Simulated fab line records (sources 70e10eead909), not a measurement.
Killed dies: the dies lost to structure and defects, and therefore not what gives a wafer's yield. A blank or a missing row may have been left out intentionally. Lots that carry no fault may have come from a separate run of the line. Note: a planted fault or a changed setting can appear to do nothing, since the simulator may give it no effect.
Chamber matching | flow nand-harc | NHARC_A_CONTACT_DEP_29 on pecvd-02 has 3 sister chambers
The step deposits SiON, target thk 100 nm. 3 wafers are shown with their chamber, then 9 later ones without.

== WAFERS, EACH WITH ITS CHAMBER ==
wafer  | chamber | heater-power-w (W)
L092.1 | 2       | 628
L092.2 | 1       | 780
L092.4 | 0       | 661

== WAFERS WITH NO CHAMBER GIVEN ==
wafer  | heater-power-w (W)
L091.1 | 700
L091.3 | 665
L091.4 | 693
L097.1 | 679
L097.4 | 661
L097.6 | 774
L097.2 | 717
L097.3 | 815
L097.5 | 834

== CHAMBER TAKEN BY EACH ==
wafer  | from the rows above          | in truth
L091.1 | can't be placed: 0 or 2 or 1 | 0
L091.3 | can't be placed: 0 or 2      | 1
L091.4 | can't be placed: 0 or 2 or 1 | 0
L097.1 | can't be placed: 0 or 2      | 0
L097.4 | can't be placed: 0 or 2      | 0
L097.6 | 1                            | 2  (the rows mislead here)
L097.2 | can't be placed: 0 or 1 or 2 | 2
L097.3 | 1                            | 1
L097.5 | 1                            | 1
2 of 9 placed correctly. Can't be placed from these rows: 6 (the true chamber is among the candidates in 5). Number placed wrongly: 1.
How it was worked out, from the rows above alone: a wafer's distance from a chamber is the root of the sum, over the readings, of the square of ((its reading less the chamber's mean) divided by the reading's scatter). If the next closest chamber is less than 2 further off than the closest, the wafer can't be placed; otherwise it belongs to the closest. Each chamber's mean is taken over the wafers shown for it. The scatter: root of mean squared gap, hidden wafer to nearest shown wafer, with one shown wafer a chamber.
